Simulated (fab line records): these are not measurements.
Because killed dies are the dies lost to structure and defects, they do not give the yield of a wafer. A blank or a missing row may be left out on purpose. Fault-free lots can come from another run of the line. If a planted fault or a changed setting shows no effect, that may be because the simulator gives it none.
Comparing a struck lot with a sound one	flow nand_harc	17 steps out of a route of 1302
Sound: these wafers, L314.3, L314.4, L314.5. Wafers L309.1, L309.3, L309.5 were the ones struck. The cause comes at the end.
Order at every step that has rows: each side's tool, ch and its chambers, its first start. Under that, the readings that differ: sound wafers	struck wafers	difference of the means	sigmas: that difference in standard deviations of wafers without a fault.
alike: readings whose means differ by less than 2 such deviations, and words and numbers that are the same on both sides. not compared: withheld readings, readings that some wafer has no value for, bounds like >300 that may hide the same value, and numbers for which the record gives no deviation and whose values overlap.
The two part at a step that has a row with sigmas, a row that says differs or no value, or rows on one side only. Numbers that don't overlap but have no deviation are shown without sigmas and don't part them. A reading that every wafer of one side lacks parts them only if that side has two wafers or more.

NHARC_A_M1_INSPECT_11:
  sound: defect_inspect-01 at day 30 21:54; struck: defect_inspect-01 at day 30 00:28
  alike: raw_defect_count
then, 1 step without rows for these wafers: NHARC_A_M1_DESCUM_14 (chemistry O2, time 3 s).
NHARC_A_M1_ETCH_35: etches the open film in N2/H2, target depth 40 nm, overetch 12 nm, time 43.94 s.
  sound on rie_diel-10 ch 0,1,3, day 30 22:02; struck on rie_diel-04 ch 1,2,3, day 30 00:37
reading	sound	struck	difference	sigmas
drypump_motor_current_A (A)	5.0 5.6 5.5	6.2 6.1 6.5	+0.9	+2
  alike: oes_product_au, rf_vpp_V, showerhead_plenum_p_Torr, throttle_valve_pct
  not compared: rf_hours_counter_h
then, 1 step without rows for these wafers: NHARC_A_M1_ETCH_15 (etches the open film in C4F8/Ar, target depth 182.5 nm, time 91.2 s).
NHARC_A_M1_CD_MEAS_16:
  sound: cd_sem-02 at day 30 22:16; struck: cd_sem-01 at day 30 00:50
  alike: cd_nm
NHARC_A_M1_STRIP_18: strips in N2/H2.
  sound on rie_diel-04 ch 0,1,3, day 30 22:22; struck on rie_diel-07 ch 0,2, day 30 00:56
  alike: drypump_motor_current_A, oes_product_au, rf_vpp_V, showerhead_plenum_p_Torr, throttle_valve_pct
  not compared: rf_hours_counter_h
then, 3 steps without rows for these wafers: NHARC_A_M1_ETCH_28 (etches the open film in CF4/N2, target depth 30 nm, time 72.99 s); NHARC_A_M1_STRIP_19 (strips in post etch residue remover, time 600 s); NHARC_A_M1_DEGAS_29 (time 60 s).
NHARC_A_M1_PRE_CLEAN_30: time 30 s.
  sound on pvd_sputter-01; struck on pvd_sputter-03
  alike: heater_power_w
NHARC_A_M1_PVD_20: deposits TaN, target thk 5 nm, time 8.06 s.
  sound on pvd_sputter-01; struck on pvd_sputter-03
  alike: throttle_valve_pct
then, 1 step without rows for these wafers: NHARC_A_M1_PVD_21 (deposits Cu, target thk 30 nm, time 20.49 s).
NHARC_A_M1_ECD_22: material Cu, target thk 400 nm.
  sound on ecd_cu-01 ch 0,1, day 30 23:26; struck on ecd_cu-01 ch 0,1, day 30 01:54
  no value came back on the struck wafers for bath_heat_duty_pct (%), bath_temp_c (C); on the sound wafers bath_heat_duty_pct (%) reads 5.2 6.4 5.0
NHARC_A_M1_ANNEAL_31: time 90 s.
  sound on rtp_anneal-02 ch 0, day 30 23:49; struck on rtp_anneal-02 ch 0, day 30 02:17
  alike: wafer_temp_C_max
NHARC_A_M1_CMP_23: polishes, t overpolish 20 s, target thk 154.34 nm.
  sound on cmp-03 ch 0,1,3, day 31 00:05; struck on cmp-04 ch 0,1,3, day 30 02:42
reading	sound	struck	difference	sigmas
time_to_endpoint_s (s)	27.7 23.7 30.8	0.0 2.2 0.2	-26.6	-13
  alike: motor_current_A, slurry_filter_dp_kPa
NHARC_A_M1_THK_MEAS_24: measures by xrf.
  sound: film_metro-02 at day 31 00:22; struck: film_metro-02 at day 30 02:58
reading	sound	struck	difference	sigmas
thk_nm (nm)	153.9 152.6 156.4	29.4 29.1 30.4	-124.7	-83
following that, these wafers have no rows for 1 step: NHARC_A_M1_SRD_25.

WHERE THEY PART
Last at NHARC_A_M1_THK_MEAS_24 as far as this record goes, first at NHARC_A_M1_ETCH_35.

WHY: what the simulator had put in
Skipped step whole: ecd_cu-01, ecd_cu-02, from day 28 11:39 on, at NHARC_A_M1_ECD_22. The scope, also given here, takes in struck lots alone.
